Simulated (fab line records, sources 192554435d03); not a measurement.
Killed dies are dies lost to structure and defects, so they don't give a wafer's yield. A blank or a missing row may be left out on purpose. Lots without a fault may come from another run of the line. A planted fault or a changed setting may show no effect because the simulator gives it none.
Chamber matching | flow n5_finfet | N5_BEOL_M8_DESCUM_16 on rie_diel-03: 4 sister chambers
The step chemistry O2, time 7.9 s. 4 wafers are shown with their chamber, then 11 later ones without.

WAFERS WITH THEIR CHAMBER
wafer  | chamber | drypump_motor_current_A (A)
L088.4 | 0       | 5.8
L090.1 | 2       | 5.3
L090.3 | 3       | 5.2
L091.3 | 1       | 5.3

WAFERS WITHOUT THEIR CHAMBER
wafer  | drypump_motor_current_A (A)
L091.4 | 5.3
L091.5 | 5.3
L093.1 | 5.9
L093.4 | 5.8
L093.5 | 5.9
L097.2 | 5.3
L097.3 | 5.8
L097.5 | 5.9
L095.2 | 5.9
L095.3 | 5.3
L095.6 | 5.3

WHICH CHAMBER EACH WENT THROUGH
wafer  | from the rows above          | in truth
L091.4 | can't be placed: 1 or 2 or 3 | 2
L091.5 | can't be placed: 1 or 2 or 3 | 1
L093.1 | 0                            | 0
L093.4 | 0                            | 0
L093.5 | 0                            | 0
L097.2 | can't be placed: 1 or 2 or 3 | 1
L097.3 | 0                            | 0
L097.5 | 0                            | 0
L095.2 | 0                            | 0
L095.3 | can't be placed: 1 or 2 or 3 | 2
L095.6 | can't be placed: 1 or 2 or 3 | 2
Placed correctly: 6 of 11. Can't be placed from these rows: 5 (the true chamber is among the candidates in 5). Placed wrongly: 0.
How it was worked out, from the rows above alone: a wafer's distance from a chamber is the root of the sum, over the readings, of the square of ((its reading less the chamber's mean) divided by the reading's scatter). The wafer belongs to the nearest chamber; if the next one is less than 2 further off, it can't be placed. A chamber's mean is the mean of its shown wafers. The scatter: with one shown wafer a chamber, the root of the mean of the squares of how far each hidden wafer lies from its nearest shown one.
